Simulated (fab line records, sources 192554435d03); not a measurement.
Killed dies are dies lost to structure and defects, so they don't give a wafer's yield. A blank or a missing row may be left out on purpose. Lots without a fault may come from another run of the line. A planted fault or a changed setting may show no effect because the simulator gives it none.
A struck lot beside a sound one | flow n5_finfet | 37 steps out of a route of 1938
Sound: wafers L875.3, L875.5, L875.6. Struck: wafers L859.3, L859.5. (L859.2 of the same lot was not struck and is left out.) The cause comes at the end.
At each step with rows: each side's tool, then ch and its chambers, then its first start. Under that, the readings that differ: sound wafers | struck wafers | difference of the means | sigmas: that difference in standard deviations of wafers without a fault.
alike: readings whose means differ by less than 2 such deviations, and words and numbers that are the same on both sides. not compared: withheld readings, readings that some wafer has no value for, bounds like >300 that may hide the same value, and numbers for which the record gives no deviation and whose values overlap.
The two part at a step that has a row with sigmas, a row that says differs or no value, or rows on one side only. Numbers that don't overlap but have no deviation are shown without sigmas and don't part them. A reading that every wafer of one side lacks parts them only if that side has two wafers or more.

first, 9 steps without rows for these wafers: N5_BEOL_M14_PRE_CLEAN_42 (time 30 s); N5_BEOL_M14_SPUTTER_43 (material TaN, target thk 15 nm, time 24.19 s); N5_BEOL_M14_SPUTTER_44 (material Ta, target thk 15 nm, time 24.19 s); N5_BEOL_M14_SPUTTER_45 (material Cu, target thk 100 nm, time 16.67 s); N5_BEOL_M14_ECD_47 (material Cu, target thk 1248 nm); N5_BEOL_M14_ANNEAL_48 (time 90 s); N5_BEOL_M14_CMP_49 (polishes, stops on SiO2, t overpolish 5.2 s, target thk 560 nm); N5_BEOL_M14_PRE_CLEAN_52 (time 15 s); N5_BEOL_M14_DEP_53 (deposits SiCN from 3MS/NH3, target thk 50 nm, time 17.8 s).
N5_BEOL_M15_ILD_DEP_00: deposits SiO2 from TEOS/O2, target thk 1629.3 nm, time 346.1 s.
  sound on pecvd-03 ch 0,1, day 16 13:20; struck on pecvd-03 ch 2, day 12 19:56
  reading                                       | sound                | struck        | difference | sigmas
  susceptor_temp_C (C)                          | 400.30 400.00 399.98 | 385.06 384.93 | -15.10     | -79
  model.SiO2_of_BEOL_M15_ILD_DEP_00.thk_nm (nm) | 1620 1642 1641       | 1801 1814     | +173       |
  alike: heater_power_w, showerhead_plenum_p_Torr, throttle_valve_pct
  not compared: since_wet_clean_h
N5_BEOL_M15_THK_MEAS_01:
  sound on film_metro-02, day 16 13:35; struck on film_metro-02, day 12 20:18
  reading          | sound          | struck    | difference | sigmas
  M15_ILD_THK (nm) | 1620 1641 1640 | 1800 1812 | +172       | +8
then, 10 steps without rows for these wafers: N5_BEOL_M15_COAT_58 (time 60 s, resist thk 89 nm); N5_BEOL_M15_COAT_04 (resist thk 800 nm); N5_BEOL_M15_EBR_06; N5_BEOL_M15_SOFTBAKE_05 (time 60 s); N5_BEOL_M15_EXPOSE_07 (exposes mask V14); N5_BEOL_M15_PEB_08 (peb time 90 s); N5_BEOL_M15_DEVELOP_09 (develop time 45 s); N5_BEOL_M15_HARDBAKE_14 (time 120 s); N5_BEOL_M15_DESCUM_15 (chemistry O2, time 7.9 s); N5_BEOL_M15_ETCH_59 (etches BARC in N2/H2, target depth 89 nm, overetch 26.7 nm, time 67.9 s).
N5_BEOL_M15_VIA_ETCH_16: etches SiO2 in C4F8/O2/Ar, target depth 1792.2 nm.
  sound on rie_diel-03 ch 0,1,3, day 16 14:14; struck on rie_diel-03 ch 1,2, day 12 20:48
  reading                                    | sound          | struck    | difference | sigmas
  model.etch.depth_nm (nm)                   | 1620 1642 1641 | 1801 1814 | +173       |
  model.coat_of_BEOL_M15_COAT_04.thk_nm (nm) | 332 325 325.4  | 300.8 290 | -32.1      |
  alike: O2_flow_sccm, drypump_motor_current_A, mfc_ar_sccm, oes_product_au, rf_vpp_V, showerhead_plenum_p_Torr, throttle_valve_pct
then, 13 steps without rows for these wafers: N5_BEOL_M15_STRIP_63 (strips in O2); N5_BEOL_M15_STRIP_64 (strips in O2); N5_BEOL_M15_STRIP_65 (strips in post etch residue remover, time 60 s); N5_BEOL_M15_SRD_66 (time 30 s, dry time 30 s); N5_BEOL_M15_COAT_56 (time 60 s, resist thk 550 nm); N5_BEOL_M15_ETCH_57 (etches SOC in N2/H2, time 750 s); N5_BEOL_M15_COAT_60 (time 60 s, resist thk 89 nm); N5_BEOL_M15_COAT_22 (resist thk 800 nm); N5_BEOL_M15_EBR_24; N5_BEOL_M15_SOFTBAKE_23 (time 60 s); N5_BEOL_M15_EXPOSE_25 (exposes mask M15, target cd 400 nm); N5_BEOL_M15_PEB_26 (peb time 90 s); N5_BEOL_M15_DEVELOP_27 (develop time 45 s).
N5_BEOL_M15_CMP_49: polishes, stops on SiO2, t overpolish 4.9 s, target thk 850 nm.
  sound on cmp-03 ch 0,2,3, day 16 21:10; struck on cmp-04 ch 0,3, day 13 01:07
  reading                                       | sound          | struck    | difference | sigmas
  model.SiO2_of_BEOL_M15_ILD_DEP_00.thk_nm (nm) | 1540 1563 1563 | 1723 1736 | +174       |
  alike: motor_current_A
then, 1 step without rows for these wafers: N5_PASSIVATION_PROBE_49.

WHERE THEY PART
First at N5_BEOL_M15_ILD_DEP_00; last, within this record, at N5_BEOL_M15_THK_MEAS_01. Later steps at which nothing parts them and some readings are alike: N5_BEOL_M15_VIA_ETCH_16, N5_BEOL_M15_CMP_49.

WHY: what the simulator had put in
Process parameter drift: pecvd-03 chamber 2, from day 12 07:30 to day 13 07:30, at N5_BEOL_M15_ILD_DEP_00. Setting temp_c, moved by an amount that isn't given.
